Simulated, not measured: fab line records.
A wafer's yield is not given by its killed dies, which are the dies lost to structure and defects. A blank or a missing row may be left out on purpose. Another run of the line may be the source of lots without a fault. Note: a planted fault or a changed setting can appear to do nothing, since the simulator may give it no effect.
fab line records	flow n5_finfet
[record] lots = 7	wafers = 39
route steps=1938 shown FIN_SAQP@100 FIN_CUT@176 SD_EPI_N@278 MOL_CONTACT_COAG@608 BEOL_M1@754 BEOL_M2@901
start_h: hours from the record's first day to the start of the lot's first wafer shown	wait_h: hours elapsed since this lot's preceding step	" the same as in the row above	L1.1+2: a single row standing in for several wafers	- no value, or no start given	* or withheld: withheld	< > ~ a bound
route shown NAME@n: a module of which the file shows steps, and the number in the route of the first	usual: mean and standard deviation over wafers with no fault	same: alike in all rows	chamber/n: place in a boat	sites: per-site readings	_std_site: their standard deviation	_edge_site: mean of outer sites minus mean of inner sites	radius_mm: how far each site lies from the wafer's centre	mask NAME#n: copy n	behind: the last tool/chamber to shape the wafer	hold: why the lot went on hold/how many hours it stayed there/how the hold came to an end	device: the n, p or np transistor that did not switch	end of line: the same wafers' tests at the end of the route	for a step that has no rows: nothing shown but its recipe	killed: dies lost to structure and defects at the first sort, not the wafer's yield	map: a wafer's dies, x killed, . not, _ none there
set.NAME: the run value of the setting; set.NAME@STEP: its run value at that earlier step	model.NAME: the simulator's own value behind a step, which no gauge read
one table per step and one row per wafer, for lots whose settings were changed on purpose
[[steps]]
[step N5_FIN_SAQP_PECVD_06]
[recipe] material = a-Si	target_thk_a = 600	temp_c = 400	precursor = SiH4/He	pressure_torr = 3	rf_w = 100	time_s = 48.1
lot.wafer	tool	chamber	start_h	wait_h	set.time_s	model.a-Si_of_FIN_SAQP_PECVD_06.thk_nm
L075.1	pecvd-01	0	28.85	0.0	48.1	59.89
L075.2	"	2	"	"	71.36	88.23
L075.3	"	1	"	"	48.1	60.2
L075.4	"	0	"	"	48.1	61.1
L075.5	"	2	"	"	71.36	89.73
L075.6	"	1	"	"	71.36	90.96
L080.1	pecvd-03	1	57.98	0.0	48.1	60.86
L080.2	"	2	"	"	21.1	25.5
L080.3	"	0	"	"	21.1	26.8
L080.4	"	0	"	"	21.1	27.23
L080.5	"	1	"	"	48.1	61.2
L080.6	"	2	"	"	48.1	60.49
L081.1	pecvd-03	2	63.59	0.0	48.1	58.79
L081.2	"	0	"	"	67.07	83.59
L081.3	"	2	"	"	67.07	84.51
L081.4	"	0	"	"	67.07	84.53
L081.5	"	2	"	"	48.1	60.1
L081.6	"	0	"	"	48.1	60.88
L085.1	pecvd-01	0	87.51	0.0	48.1	59.29
L085.2	"	1	"	"	48.1	60.04
L085.3	"	2	"	"	48.1	59.97
L086.1	pecvd-03	1	93.08	0.0	48.1	61.1
L086.2	"	0	"	"	63.87	78.82
L086.3	"	2	"	"	48.1	59.32
L086.4	"	2	"	"	48.1	60.43
L086.5	"	1	"	"	63.87	81.38
L086.6	"	0	"	"	63.87	80.96
L096.1	pecvd-01	1	153.85	0.0	48.1	58.39
L096.2	"	2	"	"	48.1	58.37
L096.3	"	2	"	"	48.1	59.66
L096.4	"	1	"	"	48.1	60.19
L096.5	"	1	"	"	48.1	59.5
L096.6	"	2	"	"	48.1	59.68
L097.1	pecvd-01	1	158.90	0.0	48.1	58.98
L097.2	"	0	"	"	48.1	59.15
L097.3	"	2	"	"	36.78	44.44
L097.4	"	0	"	"	36.78	45.23
L097.5	"	2	"	"	48.1	60.21
L097.6	"	1	"	"	36.78	45.4
[step N5_FIN_SAQP_THK_MEAS_07]
[usual] thk_nm = 60.0/0.76
lot.wafer	tool	chamber	start_h	wait_h	set.time_s@FIN_SAQP_PECVD_06	thk_nm
L075.1	film_metro-01	-	28.94	0.1	48.1	59.9
L075.2	"	-	"	"	71.36	88.2
L075.3	"	-	"	"	48.1	60.2
L075.4	"	-	"	"	48.1	61.1
L075.5	"	-	"	"	71.36	89.8
L075.6	"	-	"	"	71.36	91.0
L080.1	film_metro-01	-	58.07	0.1	48.1	60.9
L080.2	"	-	"	"	21.1	25.5
L080.3	"	-	"	"	21.1	26.8
L080.4	"	-	"	"	21.1	27.2
L080.5	"	-	"	"	48.1	61.2
L080.6	"	-	"	"	48.1	60.5
L081.1	film_metro-02	-	63.70	0.1	48.1	58.8
L081.2	"	-	"	"	67.07	83.6
L081.3	"	-	"	"	67.07	84.5
L081.4	"	-	"	"	67.07	84.5
L081.5	"	-	"	"	48.1	60.1
L081.6	"	-	"	"	48.1	60.9
L085.1	film_metro-02	-	87.60	0.1	48.1	59.3
L085.2	"	-	"	"	48.1	60.0
L085.3	"	-	"	"	48.1	60.0
L086.1	film_metro-01	-	93.17	0.1	48.1	61.1
L086.2	"	-	"	"	63.87	78.8
L086.3	"	-	"	"	48.1	59.3
L086.4	"	-	"	"	48.1	60.4
L086.5	"	-	"	"	63.87	81.4
L086.6	"	-	"	"	63.87	81.0
L096.1	film_metro-02	-	153.97	0.1	48.1	58.4
L096.2	"	-	"	"	48.1	58.4
L096.3	"	-	"	"	48.1	59.6
L096.4	"	-	"	"	48.1	60.2
L096.5	"	-	"	"	48.1	59.6
L096.6	"	-	"	"	48.1	59.7
L097.1	film_metro-02	-	158.99	0.1	48.1	59.0
L097.2	"	-	"	"	48.1	59.1
L097.3	"	-	"	"	36.78	44.4
L097.4	"	-	"	"	36.78	45.2
L097.5	"	-	"	"	48.1	60.1
L097.6	"	-	"	"	36.78	45.4
[step N5_FIN_SAQP_HM_DEP_72]
[recipe] material = SiO2	target_thk_a = 120	temp_c = 400	precursor = SiH4/N2O	pressure_torr = 0.75	rf_w = 275	time_s = 7.2
[step N5_FIN_SAQP_COAT_49]
[recipe] resist = SOC	temp_c = 250	time_s = 60	spin_rpm = 1500	resist_thk_nm = 100
[step N5_FIN_SAQP_HM_OPEN_73]
[recipe] chemistry = CHF3/O2	target = SiO2	stop_on = a-Si	target_depth_a = 120	over_etch_frac = 1.8	mask_material = SOC	time_s = 16.8	pressure_mtorr = 30	source_w = 650	bias_w = 170	Ar_flow_sccm = 200	CHF3_flow_sccm = 50	O2_flow_sccm = 5	ion_energy_ev = 200	ends = end_point
[step N5_FIN_SAQP_STRIP_74]
[recipe] chemistry = CHF3/O2	resist = SiARC	rf_frequency_hz = 6e+07
[step N5_FIN_SAQP_MANDREL_ETCH_22]
[recipe] target_depth_a = 600	chemistry = HBr/Cl2	target = a-Si	stop_on = SiNx	bt_time_s = 10	over_etch_frac = 0.5	time_s = 30	pressure_mtorr = 10	icp_w = 800	bias_w = 75	HBr_flow_sccm = 150	Cl2_flow_sccm = 80	ends = end_point
[usual] oes_product_au = 0.773/0.011
lot.wafer	tool	chamber	start_h	wait_h	set.time_s@FIN_SAQP_PECVD_06	oes_product_au	model.etch.depth_nm
L075.1	rie_si-03	1	29.71	0.0	48.1	0.772	59.78
L075.2	"	2	"	"	71.36	0.988	88.23
L075.3	"	3	"	"	48.1	0.758	60.2
L075.4	"	0	"	"	48.1	0.798	61.1
L075.5	"	0	"	"	71.36	1.004	89.24
L075.6	"	1	"	"	71.36	1.013	90.96
L080.1	rie_si-03	1	58.94	0.0	48.1	0.790	60.85
L080.2	"	2	"	"	21.1	0.508	25.5
L080.3	"	3	"	"	21.1	0.506	26.77
L080.4	"	3	"	"	21.1	0.512	27.21
L080.5	"	1	"	"	48.1	0.784	61.2
L080.6	"	2	"	"	48.1	0.780	60.48
L081.1	rie_si-03	3	64.47	0.0	48.1	0.753	58.79
L081.2	"	2	"	"	67.07	0.956	83.53
L081.3	"	1	"	"	67.07	0.966	84.45
L081.4	"	1	"	"	67.07	0.968	84.51
L081.5	"	3	"	"	48.1	0.762	60.04
L081.6	"	2	"	"	48.1	0.780	60.82
L085.1	rie_si-03	3	88.46	0.0	48.1	0.758	59.27
L085.2	"	1	"	"	48.1	0.781	59.98
L085.3	"	2	"	"	48.1	0.775	59.97
L086.1	rie_si-03	0	94.03	0.0	48.1	0.789	61.08
L086.2	"	1	"	"	63.87	0.923	78.77
L086.3	"	3	"	"	48.1	0.750	59.32
L086.4	"	2	"	"	48.1	0.772	60.37
L086.5	"	3	"	"	63.87	0.924	81.32
L086.6	"	0	"	"	63.87	0.941	80.91
L096.1	rie_si-04	0	154.72	0.0	48.1	0.770	58.3
L096.2	"	3	"	"	48.1	0.777	58.34
L096.3	"	2	"	"	48.1	0.772	59.66
L096.4	"	1	"	"	48.1	0.789	60.19
L096.5	"	1	"	"	48.1	0.784	59.48
L096.6	"	0	"	"	48.1	0.771	59.59
L097.1	rie_si-05	3	159.72	0.0	48.1	0.770	58.98
L097.2	"	2	"	"	48.1	0.761	59.14
L097.3	"	1	"	"	36.78	0.651	44.44
L097.4	"	0	"	"	36.78	0.660	45.23
L097.5	"	0	"	"	48.1	0.773	60.2
L097.6	"	1	"	"	36.78	0.648	45.4
[step N5_FIN_CUT_CUT_ETCH_15]
[recipe] chemistry = HBr/Cl2/O2	target = Si	target_depth_a = 1000	bt_time_s = 10	mask_material = SOC	time_s = 42.4	ion_energy_ev = *	bias_w = *	pressure_mtorr = 10	icp_w = 800	HBr_flow_sccm = 150	Cl2_flow_sccm = 80	O2_flow_sccm = 12
lot.wafer	tool	chamber	start_h	wait_h	set.target_depth_a	model.FIN_CUT.feature_depth_nm	model.etch.depth_nm	model.SOC_of_FIN_CUT_COAT_18.thk_nm
L075.1	rie_si-01	0	35.57	0.1	764	75.8	75.71	180
L075.2	"	3	"	"	764	77.6	77.52	178.8
L075.3	"	1	"	"	1000	101	101	170.6
L075.4	"	2	"	"	764	73.4	73.36	180
L075.5	"	2	"	"	1000	95.6	95.62	172.4
L075.6	"	1	"	"	1000	100.6	100.6	169.4
L080.1	rie_si-06	2	64.09	0.1	1000	98.8	98.74	170
L080.2	"	1	"	"	582.2	58.6	58.65	185
L080.3	"	0	"	"	1000	102.8	102.9	169.8
L080.4	"	2	"	"	1000	99.2	99.14	170.8
L080.5	"	0	"	"	582.2	59.2	59.24	186.4
L080.6	"	1	"	"	582.2	58.8	58.71	185.2
L081.1	rie_si-06	3	70.66	0.1	1000	101	101.1	169.6
L081.2	"	0	"	"	1000	101.6	101.7	169.4
L081.3	"	2	"	"	1000	99	98.97	169.4
L081.4	"	1	"	"	1000	101.8	101.7	169.6
L081.5	"	1	"	"	1000	101.6	101.6	170.4
L081.6	"	2	"	"	1000	98.4	98.43	170.6
L085.1	rie_si-06	2	95.16	0.1	1000	100.4	100.4	169
L085.2	"	3	"	"	1000	102.8	102.8	169.8
L085.3	"	0	"	"	1000	103.2	103.2	168.8
L086.1	rie_si-06	2	99.44	0.1	1000	98.6	98.64	170.2
L086.2	"	0	"	"	1000	101.8	101.8	171.2
L086.3	"	3	"	"	1000	102.2	102.2	169.8
L086.4	"	0	"	"	1000	102.8	102.8	169.2
L086.5	"	3	"	"	1000	101.4	101.5	169.8
L086.6	"	2	"	"	1000	99.8	99.81	170.8
L096.1	rie_si-01	0	159.83	0.1	1185	117.6	117.7	164.8
L096.2	"	1	"	"	1000	101.2	101.3	169.4
L096.3	"	2	"	"	1000	96	95.98	171.6
L096.4	"	3	"	"	1000	101	101	169.6
L096.5	"	1	"	"	1185	121.8	121.7	161.4
L096.6	"	0	"	"	1185	116.8	116.9	164.2
L097.1	rie_si-02	2	165.00	0.1	1000	98.2	98.24	171.8
L097.2	"	1	"	"	1365	140.2	140.1	155
L097.3	"	0	"	"	1365	133.6	133.7	156.6
L097.4	"	3	"	"	1000	99	99	169.4
L097.5	"	3	"	"	1365	136.2	136.1	156.6
L097.6	"	0	"	"	1000	98.2	98.2	169.8
[step N5_SD_EPI_N_ETCH_45]
[recipe] chemistry = CH3F/O2	target = SiOCN	target_depth_a = 60	mask_material = SOC	ion_energy_ev = 60	bias_w = 29	pressure_mtorr = 15	source_w = 410	Ar_flow_sccm = 150	CH3F_flow_sccm = 30	O2_flow_sccm = 20
lot.wafer	tool	chamber	start_h	wait_h	set.target_depth_a	model.etch.depth_nm
L075.1	rie_diel-03	0	56.34	0.1	60	6.048
L075.2	"	3	"	"	60	5.942
L075.3	"	2	"	"	90.59	9.295
L075.4	"	3	"	"	90.59	8.856
L075.5	"	0	"	"	90.59	9.078
L075.6	"	2	"	"	60	6.122
L080.1	rie_diel-04	2	85.43	0.1	60	6.013
L080.2	"	3	"	"	60	6.001
L080.3	"	0	"	"	29.62	2.98
L080.4	"	3	"	"	60	6.066
L080.5	"	0	"	"	29.62	2.991
L080.6	"	2	"	"	29.62	2.992
L081.1	rie_diel-03	3	91.65	0.1	50.69	4.929
L081.2	"	2	"	"	50.69	5.154
L081.3	"	1	"	"	50.69	5.24
L081.4	"	0	"	"	60	5.944
L081.5	"	3	"	"	60	5.793
L081.6	"	2	"	"	60	6.107
L085.1	rie_diel-01	1	117.49	0.1	60	5.855
L085.2	"	0	"	"	60	5.816
L085.3	"	3	"	"	60	6.068
L086.1	rie_diel-01	3	120.85	0.1	26.72	2.752
L086.2	"	2	"	"	60	5.926
L086.3	"	1	"	"	60	5.962
L086.4	"	0	"	"	26.72	2.627
L086.5	"	2	"	"	26.72	2.632
L086.6	"	1	"	"	60	5.887
L096.1	rie_diel-04	2	180.62	0.1	45.57	4.491
L096.2	"	3	"	"	60	5.993
L096.3	"	1	"	"	45.57	4.646
L096.4	"	1	"	"	60	6.115
L096.5	"	2	"	"	60	5.91
L096.6	"	3	"	"	45.57	4.571
L097.1	rie_diel-03	0	189.11	0.1	50.93	5.026
L097.2	"	1	"	"	50.93	5.221
L097.3	"	3	"	"	60	5.766
L097.4	"	2	"	"	50.93	5.158
L097.5	"	1	"	"	60	6.132
L097.6	"	2	"	"	60	6.085
[step N5_MOL_CONTACT_COAG_ALD_133]
[recipe] material = SiO2	target_thk_a = 50	temp_c = 100	ald_precursor_family = BDEAS	ald_co_reactant = O2-plasma	pulse_time_s = 1	co_reactant_pulse_time_s = 1	purge_time_s = 2	co_reactant_purge_time_s = 2	ald_cycles = 35	pressure_torr = 2
lot.wafer	tool	chamber	start_h	wait_h	set.ald_cycles	model.SiO2_of_MOL_CONTACT_COAG_ALD_133.thk_nm
L075.1+2+3	ald_sin-01	3,1,3	109.91	0.1	18	2.6
L075.4+5+6	"	1,1,3	"	"	35	5
L080.1+4+5	ald_sin-01	3,1,2	137.22	0.2	29	4.2
L080.2+3+6	"	1,2,3	"	"	35	5
L081.1+2+6	ald_sin-04	1,3,1	142.58	0.1	42	6
L081.3+4+5	"	0,0,3	"	"	35	5
L085.1+2+3	ald_sin-04	1,0,2	169.92	0.1	35	5
L086.1+5+6	ald_sin-01	0,0,3	170.93	0.1	35	5
L086.2+3+4	"	2,1,3	"	"	22	3.2
L096.1+2+6	ald_sin-04	3,2,1	238.57	0.1	35	5
L096.3+4+5	"	1,0,0	"	"	54	7.8
L097.1+3+6	ald_sin-01	1,2,2	240.02	0.1	46	6.6
L097.2+4+5	"	0,3,3	"	"	35	5
[step N5_BEOL_M1_HM_DEP_02]
[recipe] material = TiN	target_thk_a = 200	temp_c = 25	chamber_pressure_pa = 0.49996
lot.wafer	tool	chamber	start_h	wait_h	set.target_thk_a	model.TiN_of_BEOL_M1_HM_DEP_02.thk_nm
L075.1	pvd_sputter-03	-	130.00	0.0	158	16
L075.2+6	"	-	"	"	200	20.2
L075.3+4	"	-	"	"	158	16.2
L075.5	"	-	"	"	200	20.4
L080.1+6	pvd_sputter-02	-	160.02	3.7	283.5	28
L080.2+5	"	-	"	"	200	19.6
L080.3	"	-	"	"	283.5	28.2
L080.4	"	-	"	"	200	20
L081.1	pvd_sputter-03	-	164.85	0.6	200	20
L081.2+4	"	-	"	"	117.5	11.6
L081.3	"	-	"	"	200	20.2
L081.5	"	-	"	"	200	19.8
L081.6	"	-	"	"	117.5	11.8
L085.1+3	pvd_sputter-03	-	191.09	1.8	200	20.2
L085.2	"	-	"	"	200	20.4
L086.1+2+5	pvd_sputter-02	-	197.28	3.6	200	19.6
L086.3+4+6	"	-	"	"	200	19.8
L096.1+4+6	pvd_sputter-01	-	255.63	0.6	106.2	10.6
L096.2	"	-	"	"	200	19.8
L096.3+5	"	-	"	"	200	20
L097.1+6	pvd_sputter-02	-	267.01	4.2	312.3	30.8
L097.2	"	-	"	"	312.3	31
L097.3+4	"	-	"	"	200	19.8
L097.5	"	-	"	"	200	19.6
[step N5_BEOL_M1_COAT_61]
[recipe] resist = SOC	temp_c = 250	time_s = 60	spin_rpm = 1500	resist_thk_nm = 60
[step N5_BEOL_M1_COAT_62]
[recipe] resist = SiARC	temp_c = 220	time_s = 60	spin_rpm = 1500	resist_thk_nm = 12
[step N5_BEOL_M1_STRIP_75]
[recipe] chemistry = N2/H2	temp_c = 40	n2_flow_sccm = 200	h2_flow_sccm = 200	rf_frequency_hz = 6e+07
[step N5_BEOL_M1_STRIP_66]
[recipe] chemistry = CF4	resist = SiARC	power_w = 300	bias_power_w = 75	pressure_mtorr = 50	cf4_flow_sccm = 150	rf_frequency_hz = 6e+07
[step N5_BEOL_M1_HM_OPEN_17]
[recipe] chemistry = Cl2/BCl3	target_depth_a = 200	overetch_a = 60	target = TiN	mask_material = SOC	ion_energy_ev = 150	pressure_mtorr = 10	icp_w = 1000	bias_w = 126	Cl2_flow_sccm = 53.25	bcl3_flow_sccm = 21.75	Ar_flow_sccm = 25
lot.wafer	tool	chamber	start_h	wait_h	set.target_thk_a@BEOL_M1_HM_DEP_02	model.etch.depth_nm
L075.1	rie_metal-03	0	130.89	0.0	158	15.96
L075.2	"	1	"	"	200	20.27
L075.3	"	0	"	"	158	16.29
L075.4	"	1	"	"	158	16.1
L075.5	"	0	"	"	200	20.35
L075.6	"	1	"	"	200	20.17
L080.1	rie_metal-01	0	160.91	0.0	283.5	26.49
L080.2	"	1	"	"	200	19.69
L080.3	"	0	"	"	283.5	26.65
L080.4	"	1	"	"	200	19.9
L080.5	"	0	"	"	200	19.54
L080.6	"	1	"	"	283.5	27.71
L081.1	rie_metal-03	0	165.73	0.0	200	19.98
L081.2	"	1	"	"	117.5	11.69
L081.3	"	0	"	"	200	20.17
L081.4	"	1	"	"	117.5	11.68
L081.5	"	0	"	"	200	19.86
L081.6	"	1	"	"	117.5	11.9
L085.1	rie_metal-03	0	191.85	0.0	200	20.23
L085.2	"	1	"	"	200	20.48
L085.3	"	1	"	"	200	20.22
L086.1	rie_metal-03	1	198.40	0.0	200	19.68
L086.2	"	0	"	"	200	19.7
L086.3	"	1	"	"	200	19.75
L086.4	"	0	"	"	200	19.83
L086.5	"	1	"	"	200	19.67
L086.6	"	0	"	"	200	19.71
L096.1	rie_metal-02	0	256.52	0.0	106.2	10.61
L096.2	"	1	"	"	200	19.83
L096.3	"	0	"	"	200	19.99
L096.4	"	1	"	"	106.2	10.53
L096.5	"	0	"	"	200	19.98
L096.6	"	1	"	"	106.2	10.59
L097.1+6	rie_metal-02	1,0	267.98	0.0	312.3	26.34
L097.2	"	0	"	"	312.3	26.05
L097.3	"	1	"	"	200	19.7
L097.4	"	0	"	"	200	19.74
L097.5	"	1	"	"	200	19.55
[step N5_BEOL_M1_STRIP_19]
[recipe] chemistry = O2	power_w = 400	temp_c = 40	pressure_mtorr = 30	rf_frequency_hz = 6e+07	bias_power_w = 0	overash_fraction = 0.2	o2_flow_sccm = 225
[step N5_BEOL_M1_ETCH_41]
[recipe] chemistry = CH3F/O2	target = SiCN	target_depth_a = 319	taper_deg = 2	time_s = 57.8	ion_energy_ev = 120	mask_material = TiN	pressure_mtorr = 30	source_w = 395	bias_w = 75	Ar_flow_sccm = 150	CH3F_flow_sccm = 30	O2_flow_sccm = 20
[step N5_BEOL_M1_STRIP_97]
[recipe] chemistry = N2/H2	time_s = 10	power_w = 450	temp_c = 40	pressure_mtorr = 20	rf_frequency_hz = 6e+07	bias_power_w = 7	n2_flow_sccm = 200	h2_flow_sccm = 200
[step N5_BEOL_M1_OCD_MEAS_38]
[usual] trench_depth_nm = 55.1/1.1
lot.wafer	tool	chamber	start_h	wait_h	set.target_thk_a@BEOL_M1_HM_DEP_02	trench_depth_nm
L075.1	ocd-01	-	146.21	-	158	56.5
L075.2	"	-	"	"	200	54.3
L075.3	"	-	"	"	158	55.7
L075.4	"	-	"	"	158	57.3
L075.5	"	-	"	"	200	54.2
L075.6	"	-	"	"	200	56.3
L080.1	ocd-02	-	164.78	-	283.5	46.1
L080.2	"	-	"	"	200	54.6
L080.3	"	-	"	"	283.5	45.2
L080.4	"	-	"	"	200	55.0
L080.5	"	-	"	"	200	53.4
L080.6	"	-	"	"	283.5	53.0
L081.1	ocd-01	-	168.13	-	200	54.8
L081.2	"	-	"	"	117.5	54.3
L081.3	"	-	"	"	200	53.4
L081.4	"	-	"	"	117.5	55.4
L081.5	"	-	"	"	200	54.8
L081.6	"	-	"	"	117.5	54.8
L085.1	ocd-01	-	197.16	-	200	55.3
L085.2	"	-	"	"	200	55.8
L085.3	"	-	"	"	200	55.6
L086.1	ocd-02	-	204.83	-	200	55.3
L086.2	"	-	"	"	200	53.3
L086.3	"	-	"	"	200	56.1
L086.4	"	-	"	"	200	55.3
L086.5	"	-	"	"	200	56.1
L086.6	"	-	"	"	200	55.5
L096.1	ocd-02	-	267.65	-	106.2	53.6
L096.2	"	-	"	"	200	55.7
L096.3	"	-	"	"	200	55.3
L096.4	"	-	"	"	106.2	53.5
L096.5	"	-	"	"	200	53.1
L096.6	"	-	"	"	106.2	53.6
L097.1	ocd-02	-	275.10	-	312.3	1.4
L097.2	"	-	"	"	312.3	0.4
L097.3	"	-	"	"	200	54.3
L097.4	"	-	"	"	200	56.5
L097.5	"	-	"	"	200	57.0
L097.6	"	-	"	"	312.3	1.8
[step N5_BEOL_M2_ALD_84]
[recipe] material = TaN	target_thk_a = *	temp_c = 275	ald_precursor_family = PDMAT	ald_co_reactant = NH3	pressure_torr = 3	carrier_flow_sccm = 1500	pulse_time_s = 2	purge_time_s = 3	co_reactant_purge_time_s = 2	co_reactant_pulse_time_s = 3	ald_cycles = 30	precursor_vessel_temp_c = 75	precursor_vessel_pressure_torr = 26.25	precursor_vessel_carrier_sccm = 1000
lot.wafer	tool	chamber	start_h	wait_h	set.ald_cycles	model.TaN_of_BEOL_M2_ALD_84.thk_nm
L075.1+2+3+4+5+6	ald_metal-02	1,3,0,2,3,0	155.66	0.1	30	*
L080.1+3+4	ald_metal-02	3,1,2	176.53	0.0	30	*
L080.2+5+6	"	0,0,1	"	"	19	*
L081.1+4+5	ald_metal-03	2,1,3	176.65	0.2	21	*
L081.2+3+6	"	0,3,0	"	"	30	*
L085.1+2+3	ald_metal-03	3,0,1	237.06	0.0	30	*
L086.1	ald_metal-02	2	237.24	0.1	30	*
L086.2+3	"	1,3	"	"	30	*
L086.4+5+6	"	0,0,3	"	"	19	*
L096.1+2+3+4+5+6	ald_metal-02	2,3,0,1,3,2	285.71	0.1	30	*
L097.1+3+5	ald_metal-01	2,0,2	298.12	0.0	37	*
L097.2+4+6	"	1,3,1	"	"	30	*
[[key]]
[split] step = N5_FIN_SAQP_PECVD_06	setting = time_s	stated = 48.1	by = wafer
[response] step = N5_FIN_SAQP_PECVD_06	reading = model.a-Si_of_FIN_SAQP_PECVD_06.thk_nm	change = +0.611	per = 1%	r = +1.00
[response] step = N5_FIN_SAQP_THK_MEAS_07	reading = thk_nm	change = *	per = 1%	r = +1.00
[response] step = N5_FIN_SAQP_MANDREL_ETCH_22	reading = oes_product_au	change = +0.00486	per = 1%	r = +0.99
[response] step = N5_FIN_SAQP_MANDREL_ETCH_22	reading = model.etch.depth_nm	change = +0.61	per = 1%	r = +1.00
[split] step = N5_FIN_CUT_CUT_ETCH_15	setting = target_depth_a	stated = 1000	by = wafer
[response] step = N5_FIN_CUT_CUT_ETCH_15	reading = model.FIN_CUT.feature_depth_nm	change = +1.01	per = 1%	r = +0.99
[response] step = N5_FIN_CUT_CUT_ETCH_15	reading = model.etch.depth_nm	change = +1.01	per = 1%	r = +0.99
[response] step = N5_FIN_CUT_CUT_ETCH_15	reading = model.SOC_of_FIN_CUT_COAT_18.thk_nm	change = -0.376	per = 1%	r = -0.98
[split] step = N5_SD_EPI_N_ETCH_45	setting = target_depth_a	stated = 60	by = wafer
[response] step = N5_SD_EPI_N_ETCH_45	reading = model.etch.depth_nm	change = +0.0592	per = 1%	r = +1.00
[split] step = N5_MOL_CONTACT_COAG_ALD_133	setting = ald_cycles	stated = 35	by = wafer
[response] step = N5_MOL_CONTACT_COAG_ALD_133	reading = model.SiO2_of_MOL_CONTACT_COAG_ALD_133.thk_nm	change = +0.0501	per = 1%	r = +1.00
[split] step = N5_BEOL_M1_HM_DEP_02	setting = target_thk_a	stated = 200	by = wafer
[response] step = N5_BEOL_M1_HM_DEP_02	reading = model.TiN_of_BEOL_M1_HM_DEP_02.thk_nm	change = +0.199	per = 1%	r = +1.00
[response] step = N5_BEOL_M1_HM_OPEN_17	reading = model.etch.depth_nm	change = +0.166	per = 1%	r = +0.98
[response] step = N5_BEOL_M1_OCD_MEAS_38	reading = trench_depth_nm	shape = bent	at_lowest = 53.6	at_stated = 55.0	at_highest = 1.2
[split] step = N5_BEOL_M2_ALD_84	setting = ald_cycles	stated = 30	by = wafer
[response] step = N5_BEOL_M2_ALD_84	reading = model.TaN_of_BEOL_M2_ALD_84.thk_nm	change = *	per = 1%	r = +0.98
